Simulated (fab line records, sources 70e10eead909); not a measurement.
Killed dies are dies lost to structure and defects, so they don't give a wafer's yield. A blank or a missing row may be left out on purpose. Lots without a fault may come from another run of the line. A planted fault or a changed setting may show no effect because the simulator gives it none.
Which tool did it? | flow nand_harc | 24 lots, 72 wafers sampled, at 4 steps of a route of 1302

WHAT THE GAUGES READ, wafer by wafer
NHARC_P_M1_INSPECT_27.
lot  | measured     | on                | raw_defect_count
L074 | day 6 22:27  | defect_inspect-01 | 261 322 259
L075 | day 6 23:25  | defect_inspect-02 | 122 304 260
L076 | day 7 02:56  | defect_inspect-02 | 407 164 150
L077 | day 7 09:49  | defect_inspect-02 | 438 304 390
L078 | day 7 23:31  | defect_inspect-02 | 161 296 237
L079 | day 8 17:57  | defect_inspect-02 | 259 228 355
L080 | day 8 18:52  | defect_inspect-01 | 537 394 278
L081 | day 9 12:30  | defect_inspect-01 | 260 415 488
L082 | day 9 12:52  | defect_inspect-01 | 151 229 152
L083 | day 10 01:05 | defect_inspect-01 | 379 480 395
L084 | day 10 16:19 | defect_inspect-02 | 224 161 211
L085 | day 11 00:10 | defect_inspect-02 | 259 260 423
L086 | day 11 07:43 | defect_inspect-02 | 222 416 268
L089 | day 12 07:20 | defect_inspect-02 | 602 296 484
L087 | day 12 07:39 | defect_inspect-01 | 433 215 247
L088 | day 12 08:35 | defect_inspect-02 | 322 298 277
L090 | day 13 04:00 | defect_inspect-02 | 304 215 447
L091 | day 13 06:47 | defect_inspect-02 | 327 173 301
L092 | day 13 19:38 | defect_inspect-01 | 471 598 330
L093 | day 14 05:50 | defect_inspect-02 | 288 407 337
L095 | day 14 16:52 | defect_inspect-01 | 503 253 223
L094 | day 14 17:31 | defect_inspect-02 | 182 148 303
L096 | day 15 05:17 | defect_inspect-02 | 438 418 337
L097 | day 15 19:50 | defect_inspect-01 | 304 398 226

NHARC_P_M2_THK_MEAS_24: measures by xrf.
lot  | measured     | on            | thk_nm (nm)
L074 | day 7 02:28  | film_metro-02 | 145.1 145.5 143.2
L075 | day 7 03:40  | film_metro-02 | 143.2 145.2 144.9
L076 | day 7 07:05  | film_metro-02 | 144.0 141.9 144.8
L077 | day 7 14:07  | film_metro-02 | 146.4 144.2 144.3
L078 | day 8 03:26  | film_metro-02 | 141.6 144.5 143.2
L079 | day 8 21:59  | film_metro-02 | 146.8 145.2 145.2
L080 | day 8 22:46  | film_metro-02 | 142.8 144.3 142.4
L081 | day 9 16:31  | film_metro-02 | 144.5 145.3 142.8
L082 | day 9 16:47  | film_metro-02 | 144.6 144.7 145.0
L083 | day 10 05:04 | film_metro-02 | 144.0 142.4 143.3
L084 | day 10 20:19 | film_metro-01 | 145.2 144.7 145.1
L085 | day 11 04:31 | film_metro-01 | 145.3 143.4 145.5
L086 | day 11 11:43 | film_metro-02 | 144.3 143.6 144.6
L089 | day 12 11:25 | film_metro-02 | 145.3 143.6 143.1
L087 | day 12 11:38 | film_metro-02 | 144.8 143.2 144.3
L088 | day 12 12:40 | film_metro-01 | 145.0 146.6 144.3
L090 | day 13 08:02 | film_metro-02 | 145.1 147.4 145.6
L091 | day 13 10:40 | film_metro-01 | 146.0 142.8 144.8
L092 | day 13 23:32 | film_metro-01 | 144.3 145.6 145.3
L093 | day 14 09:47 | film_metro-01 | 146.2 144.9 144.4
L095 | day 14 20:55 | film_metro-02 | 143.8 145.3 146.7
L094 | day 14 21:30 | film_metro-01 | 142.7 144.8 144.6
L096 | day 15 09:19 | film_metro-02 | 144.3 144.3 142.7
L097 | day 16 00:56 | film_metro-02 | 141.4 146.0 141.5

WHICH TOOL RAN EACH LOT (tool, then ch and the chambers of the sampled wafers, then the start)
lot  | NHARC_P_M2_STRIP_18                | NHARC_P_M2_ETCH_28
L074 | rie_diel-11 ch 0,1,2, day 7 00:25  | rie_diel-11 ch 0,1,2, day 7 02:28 or earlier
L075 | rie_diel-04 ch 0,1,3, day 7 01:35  | rie_diel-04 ch 0,1,3, day 7 03:40 or earlier
L076 | rie_diel-08 ch 2,3, day 7 04:54    | rie_diel-08 ch 2,3, day 7 07:05 or earlier
L077 | rie_diel-08 ch 1,2,3, day 7 11:46  | rie_diel-08 ch 1,2, day 7 14:07 or earlier
L078 | rie_diel-11 ch 2,3, day 8 01:23    | rie_diel-11 ch 1,2,3, day 8 03:26 or earlier
L079 | rie_diel-04 ch 1,2,3, day 8 19:57  | rie_diel-04 ch 0,1,3, day 8 21:59 or earlier
L080 | rie_diel-04 ch 0,2,3, day 8 20:46  | rie_diel-04 ch 0,1,3, day 8 22:46 or earlier
L081 | rie_diel-08 ch 0,2,3, day 9 14:29  | rie_diel-08 ch 0,1,2, day 9 16:31 or earlier
L082 | rie_diel-11 ch 0,3, day 9 14:44    | rie_diel-11 ch 1,2, day 9 16:47 or earlier
L083 | rie_diel-11 ch 0,1,3, day 10 03:03 | rie_diel-11 ch 0,1, day 10 05:04 or earlier
L084 | rie_diel-08 ch 1,2,3, day 10 18:20 | rie_diel-08 ch 0,1,3, day 10 20:19 or earlier
L085 | rie_diel-08 ch 0,1, day 11 02:09   | rie_diel-08 ch 1,2,3, day 11 04:31 or earlier
L086 | rie_diel-04 ch 0,3, day 11 09:38   | rie_diel-04 ch 0,1,2, day 11 11:43 or earlier
L089 | rie_diel-11 ch 0,1,2, day 12 09:20 | rie_diel-11 ch 0,2,3, day 12 11:25 or earlier
L087 | rie_diel-04 ch 0,1,3, day 12 09:41 | rie_diel-04 ch 2,3, day 12 11:38 or earlier
L088 | rie_diel-04 ch 0,1,3, day 12 10:38 | rie_diel-04 ch 0,3, day 12 12:40 or earlier
L090 | rie_diel-08 ch 0,2,3, day 13 05:59 | rie_diel-08 ch 0,2,3, day 13 08:02 or earlier
L091 | rie_diel-04 ch 0,3, day 13 08:37   | rie_diel-04 ch 0,3, day 13 10:40 or earlier
L092 | rie_diel-04 ch 0,1,2, day 13 21:29 | rie_diel-04 ch 1,3, day 13 23:32 or earlier
L093 | rie_diel-11 ch 0,1,3, day 14 07:41 | rie_diel-11 ch 0,1,3, day 14 09:47 or earlier
L095 | rie_diel-04 ch 0,1,3, day 14 18:53 | rie_diel-04 ch 2,3, day 14 20:55 or earlier
L094 | rie_diel-08 ch 0,1,2, day 14 19:28 | rie_diel-08 ch 1,2,3, day 14 21:30 or earlier
L096 | rie_diel-08 ch 0,1,3, day 15 07:15 | rie_diel-08 ch 0,1, day 15 09:19 or earlier
L097 | rie_diel-11 ch 1,2,3, day 15 22:37 | rie_diel-11 ch 1,3, day 16 00:56 or earlier
- NHARC_P_M2_STRIP_18: strips in N2/H2.
- NHARC_P_M2_ETCH_28: etches the open film in CF4/N2, target depth 30 nm, time 72.99 s.

WHAT THE TOOLS THEMSELVES READ (means of the sampled wafers that have a number; where no wafer has one, the mark that the record gives instead)
NHARC_P_M2_STRIP_18.
lot  | tool        | drypump_motor_current_A (A) | oes_product_au (a.u.) | rf_vpp_V (V) | showerhead_plenum_p_Torr (Torr) | throttle_valve_pct (%)
L074 | rie_diel-11 | 5.6                         | 1.005                 | 90.4         | 2.05                            | 14.172
L075 | rie_diel-04 | 5.7                         | 0.996                 | 91.0         | 2.03                            | 14.174
L076 | rie_diel-08 | 5.9                         | 0.998                 | 90.5         | 2.02                            | 14.169
L077 | rie_diel-08 | 5.7                         | 1.004                 | 90.3         | 1.99                            | 14.173
L078 | rie_diel-11 | 5.5                         | 0.999                 | 89.7         | 1.96                            | 14.163
L079 | rie_diel-04 | 5.6                         | 1.004                 | 90.7         | 2.08                            | 14.173
L080 | rie_diel-04 | 5.5                         | 1.001                 | 90.3         | 2.06                            | 14.171
L081 | rie_diel-08 | 5.8                         | 0.986                 | 91.3         | 2.06                            | 14.167
L082 | rie_diel-11 | 5.2                         | 1.000                 | 90.6         | 1.99                            | 14.171
L083 | rie_diel-11 | 5.4                         | 1.004                 | 91.5         | 2.06                            | 14.169
L084 | rie_diel-08 | 5.7                         | 1.000                 | 89.7         | 1.99                            | 14.178
L085 | rie_diel-08 | 5.6                         | 1.001                 | 90.6         | 2.04                            | 14.170
L086 | rie_diel-04 | 5.6                         | 0.998                 | 90.4         | 2.00                            | 14.171
L089 | rie_diel-11 | 5.6                         | 0.999                 | 90.6         | 2.04                            | 14.170
L087 | rie_diel-04 | 5.7                         | 0.990                 | 90.5         | 2.03                            | 14.176
L088 | rie_diel-04 | 5.7                         | 0.995                 | 91.0         | 2.03                            | 14.163
L090 | rie_diel-08 | 5.8                         | 0.998                 | 91.2         | 2.06                            | 14.175
L091 | rie_diel-04 | 5.3                         | 0.998                 | 89.8         | 2.07                            | 14.170
L092 | rie_diel-04 | 5.9                         | 0.990                 | 90.4         | 2.02                            | 14.174
L093 | rie_diel-11 | 5.4                         | 1.005                 | 90.8         | 2.06                            | 14.171
L095 | rie_diel-04 | 5.7                         | 0.996                 | 89.5         | 2.03                            | 14.163
L094 | rie_diel-08 | 5.6                         | 0.999                 | 90.5         | 2.03                            | 14.172
L096 | rie_diel-08 | 5.8                         | 1.001                 | 90.8         | 2.06                            | 14.175
L097 | rie_diel-11 | 5.5                         | 1.003                 | 91.1         | 2.04                            | 14.166

NHARC_P_M2_ETCH_28.
lot  | tool        | drypump_motor_current_A (A) | oes_product_au (a.u.) | rf_vpp_V (V) | showerhead_plenum_p_Torr (Torr) | throttle_valve_pct (%)
L074 | rie_diel-11 | 5.7                         | 1.002                 | 313.6        | 2.63                            | 19.794
L075 | rie_diel-04 | 5.7                         | 0.980                 | 312.9        | 2.61                            | 19.791
L076 | rie_diel-08 | 5.6                         | 1.000                 | 313.2        | 2.56                            | 19.787
L077 | rie_diel-08 | 5.5                         | 1.001                 | 311.3        | 2.52                            | 19.808
L078 | rie_diel-11 | 5.6                         | 1.007                 | 314.5        | 2.63                            | 19.795
L079 | rie_diel-04 | 5.7                         | 0.995                 | 314.0        | 2.61                            | 19.794
L080 | rie_diel-04 | 5.7                         | 0.998                 | 315.0        | 2.61                            | 19.793
L081 | rie_diel-08 | 5.6                         | 0.991                 | 314.7        | 2.61                            | 19.794
L082 | rie_diel-11 | 5.9                         | 1.004                 | 315.6        | 2.71                            | 19.786
L083 | rie_diel-11 | 5.5                         | 1.004                 | 314.1        | 2.65                            | 19.805
L084 | rie_diel-08 | 5.8                         | 0.994                 | 313.6        | 2.66                            | 19.781
L085 | rie_diel-08 | 5.7                         | 1.000                 | 313.3        | 2.57                            | 19.795
L086 | rie_diel-04 | 5.9                         | 0.998                 | 314.3        | 2.60                            | 19.789
L089 | rie_diel-11 | 5.4                         | 1.004                 | 312.4        | 2.54                            | 19.799
L087 | rie_diel-04 | 5.5                         | 0.994                 | 316.0        | 2.72                            | 19.793
L088 | rie_diel-04 | 5.4                         | 0.989                 | 314.4        | 2.66                            | 19.796
L090 | rie_diel-08 | 5.8                         | 0.997                 | 314.7        | 2.65                            | 19.798
L091 | rie_diel-04 | 5.6                         | 1.001                 | 313.7        | 2.58                            | 19.804
L092 | rie_diel-04 | 5.8                         | 0.996                 | 313.8        | 2.64                            | 19.784
L093 | rie_diel-11 | 5.4                         | 0.999                 | 315.5        | 2.65                            | 19.800
L095 | rie_diel-04 | 5.5                         | 0.990                 | 315.8        | 2.71                            | 19.792
L094 | rie_diel-08 | 5.7                         | 0.992                 | 312.3        | 2.57                            | 19.800
L096 | rie_diel-08 | 5.6                         | 0.992                 | 313.3        | 2.62                            | 19.799
L097 | rie_diel-11 | 5.6                         | 0.993                 | 316.4        | 2.73                            | 19.792

THE ANSWER, worked out from the rows above alone
Rule: what is usual is taken from the lots themselves. Put in order of their means at a reading, lots are off if they are a third of the lots or fewer, leave a main group of 4 or more, and stand apart from it by a gap of 3 or more times the standard deviation of the main group's means; of several such gaps the widest counts. A main group whose means are all the same, to the digits that the tables above print for the reading, isn't used. A lot without any number at a reading at which 4 lots or more have one is off too. The other lots that the step has rows for count as sound. The gauges are gone through in route order, then the tools' own readings, and for those a lot's mean is taken as printed above. The first step at which some lot is off is used, and at that step the reading that is off furthest; a lot without a number counts as furthest.
No lot is off at any reading shown: from this, nothing can be told.

WHAT THE SIMULATOR HAD PUT IN
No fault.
